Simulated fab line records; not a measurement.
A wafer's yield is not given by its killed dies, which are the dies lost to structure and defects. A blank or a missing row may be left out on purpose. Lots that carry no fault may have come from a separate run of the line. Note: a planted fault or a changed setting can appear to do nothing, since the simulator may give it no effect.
fab line records	flow n5_finfet
record lots=7	wafers=21
route steps=1938 shown BEOL_M7@1263 BEOL_M8@1348 BEOL_M9@1418 BEOL_M12@1602
start_h: hours from the record's first day to the start of the lot's first wafer shown	wait_h: how many hours have passed since the lot's step before this one	" identical to the entry in the row above	L1.1+2: one row covering several wafers at once	- value missing, or start not given	* or withheld: withheld	< > ~ a bound
route shown NAME@n: NAME is a module with steps in the file, n the number in the route of the first one	usual: mean/standard deviation taken from wafers without a fault	same: alike in all rows	chamber/n: place in a boat	sites: each site's reading	_std_site: their standard deviation	_edge_site: inner sites' mean taken away from outer sites' mean	radius_mm: how far each site lies from the wafer's centre	mask NAME#n: copy n	behind: the last tool/chamber to shape the wafer	hold: why the lot was held/for how many hours/how that ended	device: names the non-switching transistor (n, p or np)	end of line: at the end of the route, the tests of the same wafers	where a step has no rows: the recipe by itself	killed: count of dies lost to structure and defects at first sort (not the wafer's yield)	map: the dies of a wafer, with x for killed, . for not killed, _ for no die there
set.NAME: the setting that was run; set.NAME@STEP: the one run at that earlier step	model.NAME: the simulator's own value behind a step, which no gauge read
lots with deliberately changed settings; one table per step, one row per wafer
## steps
# step N5_BEOL_M7_ILD_DEP_00
# recipe material=SiCOH_lowk	target_thk_a=1797.5	temp_c=300	precursor=DEMS/porogen	pressure_torr=5	rf_w=500	time_s=33.4
lot.wafer	tool	chamber	start_h	wait_h	set.time_s	model.SiCOH_lowk_of_BEOL_M7_ILD_DEP_00.thk_nm
L074.1	pecvd-02	1	188.71	0.0	33.4	179.2
L074.3	"	2	"	"	31.82	168.4
L074.4	"	0	"	"	33.4	182.4
L075.3	pecvd-02	2	205.62	0.0	33.4	174.6
L075.4	"	2	"	"	33.4	177.8
L075.5	"	1	"	"	33.4	179
L085.1	pecvd-01	2	262.23	0.0	33.4	177.6
L085.2	"	1	"	"	33.4	178.2
L085.6	"	0	"	"	33.4	179.8
L092.2	pecvd-01	0	293.59	0.0	29.03	156.4
L092.3	"	2	"	"	33.4	180.4
L092.4	"	2	"	"	29.03	159
L091.4	pecvd-02	1	299.61	0.1	35.19	193.2
L091.5	"	2	"	"	35.19	193.4
L091.6	"	0	"	"	35.19	196
L093.1	pecvd-02	0	311.18	0.0	33.4	182
L093.3	"	1	"	"	33.4	178.6
L093.5	"	1	"	"	35.45	191
L095.2	pecvd-02	1	327.42	0.0	33.4	177.6
L095.5	"	2	"	"	29.71	162.4
L095.6	"	0	"	"	29.71	162.8
# step N5_BEOL_M7_CURE_74
# recipe temp_c=385	time_s=240	ambient=He/Ar	material=SiCOH_lowk
lot.wafer	tool	chamber	start_h	wait_h	set.time_s@BEOL_M7_ILD_DEP_00	model.SiCOH_lowk_of_BEOL_M7_ILD_DEP_00.thk_nm
L074.1	uv_cure-01	2	188.77	0.0	33.4	154.4
L074.3	"	2	"	"	31.82	145.2
L074.4	"	2	"	"	33.4	157.4
L075.3	uv_cure-03	2	206.32	0.7	33.4	150.4
L075.4	"	2	"	"	33.4	153.4
L075.5	"	2	"	"	33.4	154.4
L085.1	uv_cure-03	0	262.38	0.1	33.4	153.2
L085.2	"	0	"	"	33.4	153.6
L085.6	"	0	"	"	33.4	155
L092.2	uv_cure-02	2	293.73	0.1	29.03	134.6
L092.3	"	2	"	"	33.4	155.6
L092.4	"	2	"	"	29.03	136.8
L091.4	uv_cure-03	2	299.89	0.3	35.19	166.8
L091.5	"	2	"	"	35.19	167
L091.6	"	2	"	"	35.19	169.2
L093.1	uv_cure-03	1	311.24	0.0	33.4	156.8
L093.3	"	1	"	"	33.4	154
L093.5	"	1	"	"	35.45	164.8
L095.2	uv_cure-01	1	327.61	0.2	33.4	153
L095.5	"	1	"	"	29.71	139.8
L095.6	"	1	"	"	29.71	140.2
# step N5_BEOL_M7_THK_MEAS_01
# recipe reads=SiCOH_lowk_of_BEOL_M7_ILD_DEP_00
# usual M7_ILD_THK=155.5/2.1
lot.wafer	tool	chamber	start_h	wait_h	set.time_s@BEOL_M7_ILD_DEP_00	M7_ILD_THK[nm]
L074.1	film_metro-01	-	189.28	0.4	33.4	154.4
L074.3	"	-	"	"	31.82	145.1
L074.4	"	-	"	"	33.4	157.3
L075.3	film_metro-02	-	206.68	0.3	33.4	150.4
L075.4	"	-	"	"	33.4	153.4
L075.5	"	-	"	"	33.4	154.3
L085.1	film_metro-01	-	262.89	0.4	33.4	153.2
L085.2	"	-	"	"	33.4	153.5
L085.6	"	-	"	"	33.4	155.0
L092.2	film_metro-01	-	294.17	0.4	29.03	134.6
L092.3	"	-	"	"	33.4	155.5
L092.4	"	-	"	"	29.03	136.8
L091.4	film_metro-02	-	300.17	0.2	35.19	166.8
L091.5	"	-	"	"	35.19	166.8
L091.6	"	-	"	"	35.19	169.2
L093.1	film_metro-01	-	311.76	0.4	33.4	156.8
L093.3	"	-	"	"	33.4	154.0
L093.5	"	-	"	"	35.45	164.8
L095.2	film_metro-01	-	328.05	0.4	33.4	153.2
L095.5	"	-	"	"	29.71	139.9
L095.6	"	-	"	"	29.71	140.3
# step N5_BEOL_M7_COAT_05
# recipe resist=CAR-ArF	spin_rpm=1500	resist_thk_nm=90
lot.wafer	tool	chamber	start_h	wait_h	set.spin_rpm	model.CAR-ArF_of_BEOL_M7_COAT_05.thk_nm
L074.1	litho_track-01	0	-	-	1625	86.8
L074.3	"	0	"	"	1625	87.2
L074.4	"	0	"	"	1500	90
L075.3+5	litho_track-05	0	-	-	1500	90
L075.4	"	0	"	"	1500	89.8
L085.1	litho_track-01	0	-	-	1500	90.2
L085.2+6	"	0	"	"	1500	90.4
L092.2	litho_track-01	0	-	-	1500	90.8
L092.3	"	0	"	"	1500	90.4
L092.4	"	0	"	"	1500	90.6
L091.4	litho_track-01	0	-	-	1500	89.8
L091.5	"	0	"	"	1572	87.8
L091.6	"	0	"	"	1572	88
L093.1	litho_track-01	0	-	-	1500	90.8
L093.3	"	0	"	"	1384	94.2
L093.5	"	0	"	"	1500	90.4
L095.2	litho_track-05	0	-	-	1500	90
L095.5	"	0	"	"	1443	92
L095.6	"	0	"	"	1500	90.6
# step N5_BEOL_M7_EBR_07
# recipe solvent=PGMEA	ebr_width_mm=1.5
# step N5_BEOL_M7_SOFTBAKE_06
# recipe temp_c=110	time_s=60	resist=CAR-ArF
# step N5_BEOL_M7_EXPOSE_08
# recipe mask_id=M7	na=1.35	source_shape=dipole	sigma_inner=0.817	sigma_outer=0.97	polarization=te	dose_mj=68.25
# step N5_BEOL_M7_PEB_09
# recipe peb_temp_c=withheld	peb_time_s=60	resist=CAR-ArF
# step N5_BEOL_M7_DEVELOP_10
# recipe develop_time_s=30	developer=TMAH	resist=CAR-ArF	rinse_liquid=diw	dry=air_spin	dev_temp_c=23
lot.wafer	tool	chamber	start_h	wait_h	set.spin_rpm@BEOL_M7_COAT_05	model.CAR-ArF_of_BEOL_M7_COAT_05.thk_nm
L074.1	litho_track-01	0	-	-	1625	85.2
L074.3	"	0	"	"	1625	85.4
L074.4	"	0	"	"	1500	88.4
L075.3+5	litho_track-05	0	-	-	1500	88.4
L075.4	"	0	"	"	1500	88.2
L085.1	litho_track-05	0	-	-	1500	88.6
L085.2+6	"	0	"	"	1500	88.8
L092.2+4	litho_track-05	0	-	-	1500	89
L092.3	"	0	"	"	1500	88.8
L091.4	litho_track-01	0	-	-	1500	88
L091.5	"	0	"	"	1572	86
L091.6	"	0	"	"	1572	86.4
L093.1	litho_track-05	0	-	-	1500	89
L093.3	"	0	"	"	1384	92.6
L093.5	"	0	"	"	1500	88.8
L095.2	litho_track-05	0	-	-	1500	88.4
L095.5	"	0	"	"	1443	90.4
L095.6	"	0	"	"	1500	88.8
# step N5_BEOL_M7_DESCUM_16
# recipe chemistry=O2	time_s=7.9	source_power_w=50	bias_power_w=20	pressure_mtorr=20	rf_frequency_hz=2.712e+07	temp_c=40	resist=CAR-ArF	o2_flow_sccm=225
# step N5_BEOL_M7_ETCH_61
# recipe chemistry=CF4	target=SiARC	target_depth_a=455	mask_material=CAR-ArF	time_s=75.8	ion_energy_ev=80	pressure_mtorr=40	source_w=545	bias_w=36	Ar_flow_sccm=100	cf4_flow_sccm=100	ends=cleared
lot.wafer	tool	chamber	start_h	wait_h	set.spin_rpm@BEOL_M7_COAT_05	model.CAR-ArF_of_BEOL_M7_COAT_05.thk_nm
L074.1	rie_diel-03	2	191.60	0.0	1625	47.6
L074.3	"	3	"	"	1625	47.8
L074.4	"	0	"	"	1500	50.8
L075.3	rie_diel-05	1	208.08	0.0	1500	51
L075.4+5	"	2,3	"	"	1500	50.8
L085.1	rie_diel-04	0	267.54	0.0	1500	51
L085.2+6	"	3	"	"	1500	51.2
L092.2+4	rie_diel-03	0,1	296.16	0.0	1500	51.6
L092.3	"	3	"	"	1500	51.4
L091.4	rie_diel-05	0	301.79	0.0	1500	50.6
L091.5	"	1	"	"	1572	48.6
L091.6	"	2	"	"	1572	48.8
L093.1	rie_diel-04	1	314.74	0.0	1500	51.6
L093.3	"	3	"	"	1384	55.2
L093.5	"	1	"	"	1500	51.2
L095.2	rie_diel-04	0	329.92	0.0	1500	50.6
L095.5	"	3	"	"	1443	52.8
L095.6	"	2	"	"	1500	51.2
# step N5_BEOL_M8_DESCUM_16
# recipe chemistry=O2	time_s=7.9	source_power_w=50	bias_power_w=20	pressure_mtorr=20	rf_frequency_hz=2.712e+07	temp_c=40	resist=CAR-ArF	o2_flow_sccm=225
lot.wafer	tool	chamber	start_h	wait_h	set.time_s	model.CAR-ArF_of_BEOL_M8_COAT_05.thk_nm
L074.1	rie_diel-01	1	199.23	0.0	6.182	84.8
L074.3	"	0	"	"	7.9	83.6
L074.4	"	3	"	"	7.9	83.4
L075.3+4	rie_diel-01	0,1	217.13	0.7	7.9	83.6
L075.5	"	2	"	"	7.9	83.2
L085.1+2	rie_diel-01	0,1	278.80	0.2	7.9	83.4
L085.6	"	1	"	"	7.9	83.8
L092.2	rie_diel-01	2	304.52	0.0	8.531	83.6
L092.3	"	0	"	"	7.9	83.8
L092.4	"	1	"	"	8.531	83.4
L091.4+6	rie_diel-02	2,3	311.02	0.2	6.739	84
L091.5	"	0	"	"	7.9	83.2
L093.1	rie_diel-01	0	322.07	0.0	9.467	82.6
L093.3	"	3	"	"	9.467	82.4
L093.5	"	3	"	"	7.9	83.4
L095.2+5+6	rie_diel-06	0,2,1	337.15	0.0	7.9	83.6
# step N5_BEOL_M8_ETCH_61
# recipe chemistry=CF4	target=SiARC	target_depth_a=455	mask_material=CAR-ArF	time_s=75.8	ion_energy_ev=80	pressure_mtorr=40	source_w=545	bias_w=36	Ar_flow_sccm=100	cf4_flow_sccm=100	ends=cleared
lot.wafer	tool	chamber	start_h	wait_h	set.time_s@BEOL_M8_DESCUM_16	model.CAR-ArF_of_BEOL_M8_COAT_05.thk_nm
L074.1	rie_diel-01	1	199.27	0.0	6.182	52.2
L074.3+4	"	0,3	"	"	7.9	50.8
L075.3	rie_diel-01	0	217.17	0.0	7.9	50.8
L075.4	"	1	"	"	7.9	51
L075.5	"	2	"	"	7.9	50.6
L085.1	rie_diel-01	0	278.84	0.0	7.9	50.6
L085.2	"	1	"	"	7.9	50.8
L085.6	"	1	"	"	7.9	51.2
L092.2	rie_diel-01	2	304.55	0.0	8.531	51
L092.3	"	0	"	"	7.9	51.2
L092.4	"	1	"	"	8.531	50.8
L091.4	rie_diel-02	2	311.07	0.0	6.739	51.2
L091.5	"	0	"	"	7.9	50.6
L091.6	"	3	"	"	6.739	51.4
L093.1	rie_diel-01	0	322.10	0.0	9.467	50
L093.3	"	3	"	"	9.467	49.8
L093.5	"	3	"	"	7.9	51
L095.2	rie_diel-06	0	337.19	0.0	7.9	50.6
L095.5	"	2	"	"	7.9	51
L095.6	"	1	"	"	7.9	50.8
# step N5_BEOL_M9_ETCH_61
# recipe chemistry=CF4	target=SiARC	target_depth_a=390	mask_material=CAR-ArF	time_s=65	ion_energy_ev=80	pressure_mtorr=40	source_w=545	bias_w=36	Ar_flow_sccm=100	cf4_flow_sccm=100	ends=cleared
# usual etch_rf_on_time_s=64.9/1.3	rf_vpp_V=183.8/1.1
lot.wafer	tool	chamber	start_h	wait_h	set.source_w	etch_rf_on_time_s	rf_vpp_V
L074.1	rie_diel-05	2	208.34	0.0	545	65.4	184.3
L074.3	"	3	"	"	545	63.2	183.4
L074.4	"	1	"	"	545	64.7	183.2
L075.3	rie_diel-05	1	225.22	0.0	545	65.0	183.6
L075.4	"	2	"	"	545	65.9	183.9
L075.5	"	2	"	"	483.3	73.6	192.1
L085.1	rie_diel-04	2	288.18	0.0	545	63.8	182.8
L085.2	"	3	"	"	545	65.8	185.3
L085.6	"	2	"	"	545	64.6	184.4
L092.2	rie_diel-05	3	311.53	0.0	592.8	59.4	179.7
L092.3	"	2	"	"	592.8	61.4	179.0
L092.4	"	0	"	"	545	66.1	183.6
L091.4	rie_diel-03	1	320.58	0.0	545	63.1	183.8
L091.5	"	2	"	"	636.9	58.5	176.0
L091.6	"	1	"	"	636.9	55.1	173.9
L093.1	rie_diel-05	1	330.52	0.0	545	65.2	182.8
L093.3	"	0	"	"	575.4	61.9	181.0
L093.5	"	1	"	"	575.4	61.4	178.8
L095.2	rie_diel-03	1	344.93	0.0	545	63.3	185.1
L095.5	"	0	"	"	452.1	79.0	195.9
L095.6	"	3	"	"	452.1	75.7	197.2
# step N5_BEOL_M9_TRENCH_ETCH_37
# recipe chemistry=C4F6/O2	target_depth_a=1514.3	target=SiCOH_lowk	time_s=49	ion_energy_ev=250	pressure_mtorr=30	source_w=345	bias_w=185	Ar_flow_sccm=300	C4F6_flow_sccm=10	O2_flow_sccm=10
# usual rf_vpp_V=667/14
lot.wafer	tool	chamber	start_h	wait_h	set.bias_w	rf_vpp_V
L074.1	rie_diel-04	3	-	-	185	675
L074.3	"	0	"	"	185	650
L074.4	"	2	"	"	207.3	717
L075.3	rie_diel-03	3	-	-	185	686
L075.4	"	2	"	"	185	680
L075.5	"	3	"	"	196.8	721
L085.1	rie_diel-04	3	-	-	185	674
L085.2	"	1	"	"	185	682
L085.6	"	2	"	"	185	655
L092.2	rie_diel-03	0	-	-	170.5	614
L092.3	"	3	"	"	185	686
L092.4	"	1	"	"	185	661
L091.4	rie_diel-05	2	-	-	185	668
L091.5	"	3	"	"	185	643
L091.6	"	0	"	"	157.2	584
L093.1	rie_diel-05	2	-	-	185	670
L093.3	"	0	"	"	185	664
L093.5	"	1	"	"	185	680
L095.2	rie_diel-04	2	-	-	185	655
L095.5	"	3	"	"	164	612
L095.6	"	2	"	"	164	594
# step N5_BEOL_M12_ILD_DEP_00
# recipe material=SiOC	target_thk_a=6589.2	temp_c=350	precursor=DEMS/O2	pressure_torr=5	rf_w=500	time_s=130.7
lot.wafer	tool	chamber	start_h	wait_h	set.time_s	model.SiOC_of_BEOL_M12_ILD_DEP_00.thk_nm
L074.1	pecvd-01	0	232.09	0.0	130.7	654
L074.3	"	2	"	"	130.7	649.6
L074.4	"	2	"	"	130.7	665.8
L075.3	pecvd-03	2	246.05	0.0	130.7	650.6
L075.4	"	2	"	"	120.8	613.2
L075.5	"	1	"	"	120.8	606.4
L085.1	pecvd-04	0	308.91	0.0	130.7	666.2
L085.2	"	2	"	"	130.7	646.8
L085.6	"	2	"	"	130.7	668
L092.2	pecvd-01	0	331.64	0.0	130.7	654.8
L092.3	"	1	"	"	130.7	647.6
L092.4	"	1	"	"	149.4	762.4
L091.4	pecvd-01	1	341.80	0.1	130.7	659.4
L091.5	"	0	"	"	130.7	667.6
L091.6	"	2	"	"	130.7	658.2
L093.1	pecvd-01	2	349.38	0.1	148.8	737.4
L093.3	"	0	"	"	130.7	657.6
L093.5	"	2	"	"	130.7	663
L095.2	pecvd-01	2	366.21	0.0	130.7	649.8
L095.5	"	2	"	"	130.7	655.4
L095.6	"	0	"	"	130.7	659.8
# step N5_BEOL_M12_THK_MEAS_01
# recipe reads=SiOC_of_BEOL_M12_ILD_DEP_00
# usual M12_ILD_THK=658/8.1
lot.wafer	tool	chamber	start_h	wait_h	set.time_s@BEOL_M12_ILD_DEP_00	M12_ILD_THK[nm]
L074.1	film_metro-01	-	232.22	0.1	130.7	654
L074.3	"	-	"	"	130.7	649
L074.4	"	-	"	"	130.7	666
L075.3	film_metro-02	-	246.18	0.1	130.7	651
L075.4	"	-	"	"	120.8	613
L075.5	"	-	"	"	120.8	607
L085.1	film_metro-01	-	309.04	0.1	130.7	666
L085.2	"	-	"	"	130.7	647
L085.6	"	-	"	"	130.7	668
L092.2	film_metro-02	-	331.77	0.1	130.7	655
L092.3	"	-	"	"	130.7	648
L092.4	"	-	"	"	149.4	763
L091.4	film_metro-01	-	341.88	0.0	130.7	660
L091.5	"	-	"	"	130.7	668
L091.6	"	-	"	"	130.7	658
L093.1	film_metro-01	-	349.51	0.1	148.8	738
L093.3	"	-	"	"	130.7	657
L093.5	"	-	"	"	130.7	663
L095.2	film_metro-02	-	366.40	0.1	130.7	650
L095.5	"	-	"	"	130.7	655
L095.6	"	-	"	"	130.7	660
## key
split step=N5_BEOL_M7_ILD_DEP_00	setting=time_s	stated=33.4	by=wafer
response step=N5_BEOL_M7_ILD_DEP_00	reading=model.SiCOH_lowk_of_BEOL_M7_ILD_DEP_00.thk_nm	change=+1.66	per=1%	r=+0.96
response step=N5_BEOL_M7_CURE_74	reading=model.SiCOH_lowk_of_BEOL_M7_ILD_DEP_00.thk_nm	change=+1.45	per=1%	r=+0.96
response step=N5_BEOL_M7_THK_MEAS_01	reading=M7_ILD_THK	change=+1.45	per=1%	r=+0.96
split step=N5_BEOL_M7_COAT_05	setting=spin_rpm	stated=1500	by=wafer
response step=N5_BEOL_M7_COAT_05	reading=model.CAR-ArF_of_BEOL_M7_COAT_05.thk_nm	change=-0.41	per=1%	r=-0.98
response step=N5_BEOL_M7_DEVELOP_10	reading=model.CAR-ArF_of_BEOL_M7_COAT_05.thk_nm	change=-0.419	per=1%	r=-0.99
response step=N5_BEOL_M7_ETCH_61	reading=model.CAR-ArF_of_BEOL_M7_COAT_05.thk_nm	change=-0.429	per=1%	r=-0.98
split step=N5_BEOL_M8_DESCUM_16	setting=time_s	stated=7.9	by=wafer
response step=N5_BEOL_M8_DESCUM_16	reading=model.CAR-ArF_of_BEOL_M8_COAT_05.thk_nm	change=-0.0526	per=1%	r=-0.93
response step=N5_BEOL_M8_ETCH_61	reading=model.CAR-ArF_of_BEOL_M8_COAT_05.thk_nm	change=-0.0567	per=1%	r=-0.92
split step=N5_BEOL_M9_ETCH_61	setting=source_w	stated=545	by=wafer
response step=N5_BEOL_M9_ETCH_61	reading=etch_rf_on_time_s	change=*	per=1%	r=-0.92
response step=N5_BEOL_M9_ETCH_61	reading=rf_vpp_V	change=-0.607	per=1%	r=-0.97
split step=N5_BEOL_M9_TRENCH_ETCH_37	setting=bias_w	stated=185	by=wafer
response step=N5_BEOL_M9_TRENCH_ETCH_37	reading=rf_vpp_V	change=+5.02	per=1%	r=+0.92
split step=N5_BEOL_M12_ILD_DEP_00	setting=time_s	stated=130.7	by=wafer
response step=N5_BEOL_M12_ILD_DEP_00	reading=model.SiOC_of_BEOL_M12_ILD_DEP_00.thk_nm	change=+6.54	per=1%	r=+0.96
response step=N5_BEOL_M12_THK_MEAS_01	reading=M12_ILD_THK	change=+6.56	per=1%	r=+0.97
